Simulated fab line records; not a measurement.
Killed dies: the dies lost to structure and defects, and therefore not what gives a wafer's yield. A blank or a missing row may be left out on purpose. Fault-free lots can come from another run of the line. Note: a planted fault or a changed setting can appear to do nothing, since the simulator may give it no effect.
A lot that was struck, set against a sound lot / flow nand-harc / 14 steps out of a route of 1159
Sound: these wafers, L503.2, L503.4, L503.5. Struck: wafer L510.6 (L510.2, L510.4, from the same lot, were not struck and are left out); the cause is given at the end.
Each step with rows lists, per side, the tool, then ch with its chambers, then its first start. Under that, the readings that differ: sound wafers / struck wafers / difference of the means / sigmas: that difference in standard deviations of wafers without a fault.
alike: readings whose means differ by less than 2 such deviations, and words and numbers that are the same on both sides. not compared: withheld readings, readings that some wafer has no value for, bounds like >300 that may hide the same value, and numbers for which the record gives no deviation and whose values overlap.
A row with sigmas, a row that says differs or no value, or rows on one side alone: a step with any of these is where the two part. Numbers that don't overlap but have no deviation are shown without sigmas and don't part them. Lack of a reading on every wafer of one side parts them only where that side has two or more wafers.

first, 1 step without rows for these wafers: NHARC_A_STAIRCASE_ETCH_13 (etches the open film in C4F8/O2, target depth 100 nm, time 40.5 s).
NHARC_A_STAIRCASE_TRIM_14: chemistry O2, time 211.2 s.
  sound on rie-diel-07 ch 1,3; struck on rie-diel-07 ch 3
  alike: drypump-motor-current-A, oes-product-au, rf-vpp-V, run-length-s, showerhead-plenum-p-Torr, throttle-valve-pct
  not compared: rf-hours-counter-h
NHARC_A_STAIRCASE_ETCH_15: etches the open film in C4F8/O2, target depth 100 nm, time 40.5 s.
  sound on rie-diel-07 ch 1,2,3; struck on rie-diel-07 ch 0
  alike: oes-product-au, rf-vpp-V
  not compared: rf-hours-counter-h
NHARC_A_STAIRCASE_TRIM_16: chemistry O2, time 211.2 s.
  sound on rie-diel-07 ch 1,2; struck on rie-diel-07 ch 1
  alike: drypump-motor-current-A, oes-product-au, rf-vpp-V, run-length-s, showerhead-plenum-p-Torr, throttle-valve-pct
  not compared: rf-hours-counter-h
then, 3 steps without rows for these wafers: NHARC_A_STAIRCASE_ETCH_17 (etches the open film in C4F8/O2, target depth 100 nm, time 40.5 s); NHARC_A_STAIRCASE_TRIM_18 (chemistry O2, time 211.2 s); NHARC_A_STAIRCASE_ETCH_19 (etches the open film in C4F8/O2, target depth 100 nm, time 40.5 s).
NHARC_A_STAIRCASE_TRIM_20: chemistry O2, time 211.2 s.
  sound on rie-diel-12 ch 2,3, day 11 07:39; struck on rie-diel-11 ch 0, day 13 03:18
  alike: drypump-motor-current-A, oes-product-au, rf-vpp-V, run-length-s, showerhead-plenum-p-Torr, throttle-valve-pct
  not compared: rf-hours-counter-h
then, 2 steps without rows for these wafers: NHARC_A_STAIRCASE_ETCH_21 (etches the open film in C4F8/O2, target depth 100 nm, time 40.5 s); NHARC_A_STAIRCASE_TRIM_22 (chemistry O2, time 211.2 s).
NHARC_A_STAIRCASE_ETCH_23: etches the open film in C4F8/O2, target depth 100 nm, time 40.5 s.
  sound on rie-diel-12 ch 1,3; struck on rie-diel-11 ch 0
  alike: oes-product-au, rf-vpp-V
  not compared: rf-hours-counter-h
NHARC_A_STAIRCASE_TRIM_24: chemistry O2, time 211.2 s.
  sound on rie-diel-12 ch 0,1,3, day 11 08:14; struck on rie-diel-11 ch 3, day 13 03:58
reading=rf-vpp-V (V); sound=57.5 59.3 56.9; struck=60.3; difference=+2.4; sigmas=+3
reading=run-length-s (s); sound=233.0 233.2 232.2; struck=154.7; difference=-78.1; sigmas=-99 or more
  alike: drypump-motor-current-A, oes-product-au, showerhead-plenum-p-Torr, throttle-valve-pct
  not compared: rf-hours-counter-h
then, 1 step without rows for these wafers: NHARC_A_STAIRCASE_ETCH_25 (etches the open film in C4F8/O2, target depth 100 nm, time 40.5 s).
-- the record jumps here: 12 days lie between the struck wafers' starts before and after (it left off in module A_STAIRCASE and takes up again in module END, whose first step shown is number 1159 of the route) --
NHARC_END_SORT_01:
  only the struck wafers appear in the record here, on prober-01 ch 0 at day 24 23:20; the sound ones have no rows

WHERE THEY PART
Last at NHARC_END_SORT_01 as far as this record goes, first at NHARC_A_STAIRCASE_TRIM_24.

WHY: what the simulator had put in
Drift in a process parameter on rie-diel-11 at NHARC_A_STAIRCASE_TRIM_24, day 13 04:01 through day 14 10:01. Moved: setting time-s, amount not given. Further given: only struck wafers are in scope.
